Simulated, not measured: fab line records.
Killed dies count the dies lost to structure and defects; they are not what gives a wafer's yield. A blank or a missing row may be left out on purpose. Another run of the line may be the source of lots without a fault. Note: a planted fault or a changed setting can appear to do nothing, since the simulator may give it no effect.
Matching of chambers / flow n5Finfet / N5_GATE_CUT_ALD_22 on aldSin-02: 4 sister chambers
The step deposits SiNx, target thk 16 nm, pulse time 1 s, ald cycles 320. 8 wafers are shown with their chamber, then 9 later ones without.

## WAFERS, EACH WITH ITS CHAMBER
wafer=L076.6; chamber=2; heaterPowerW (W)=923; precursorPulseHeightRel=0.992
wafer=L078.3; chamber=2; heaterPowerW (W)=916; precursorPulseHeightRel=0.990
wafer=L080.2; chamber=0; heaterPowerW (W)=747; precursorPulseHeightRel=0.979
wafer=L080.3; chamber=1; heaterPowerW (W)=828; precursorPulseHeightRel=0.997
wafer=L080.4; chamber=3; heaterPowerW (W)=866; precursorPulseHeightRel=1.014
wafer=L082.2; chamber=1; heaterPowerW (W)=810; precursorPulseHeightRel=0.985
wafer=L082.4; chamber=3; heaterPowerW (W)=874; precursorPulseHeightRel=1.004
wafer=L082.5; chamber=0; heaterPowerW (W)=746; precursorPulseHeightRel=1.024

## WAFERS MISSING THEIR CHAMBER
wafer=L087.2; heaterPowerW (W)=799; precursorPulseHeightRel=1.039
wafer=L087.4; heaterPowerW (W)=749; precursorPulseHeightRel=0.997
wafer=L087.6; heaterPowerW (W)=909; precursorPulseHeightRel=0.984
wafer=L088.1; heaterPowerW (W)=799; precursorPulseHeightRel=1.002
wafer=L088.3; heaterPowerW (W)=881; precursorPulseHeightRel=1.002
wafer=L088.4; heaterPowerW (W)=962; precursorPulseHeightRel=1.019
wafer=L096.1; heaterPowerW (W)=759; precursorPulseHeightRel=0.978
wafer=L096.4; heaterPowerW (W)=822; precursorPulseHeightRel=0.979
wafer=L096.5; heaterPowerW (W)=758; precursorPulseHeightRel=0.987

## WHICH CHAMBER EACH ONE RAN IN
wafer=L087.2; from the rows above=1; in truth=1
wafer=L087.4; from the rows above=0; in truth=0
wafer=L087.6; from the rows above=2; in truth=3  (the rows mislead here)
wafer=L088.1; from the rows above=1; in truth=1
wafer=L088.3; from the rows above=3; in truth=3
wafer=L088.4; from the rows above=2; in truth=2
wafer=L096.1; from the rows above=0; in truth=0
wafer=L096.4; from the rows above=1; in truth=1
wafer=L096.5; from the rows above=0; in truth=0
8 of 9 placed correctly. Not placeable from these rows: 0. Number placed wrongly: 1.
How it was worked out, from the rows above alone: a wafer's distance from a chamber is the root of the sum, over the readings, of the square of ((its reading less the chamber's mean) divided by the reading's scatter). The wafer belongs to the nearest chamber; if the next one is less than 2 further off, it can't be placed. The mean given for a chamber averages the wafers shown for that chamber. The scatter: take each reading less its chamber's mean, square it, sum over the shown wafers, divide by the number of wafers less the number of chambers, and take the root.
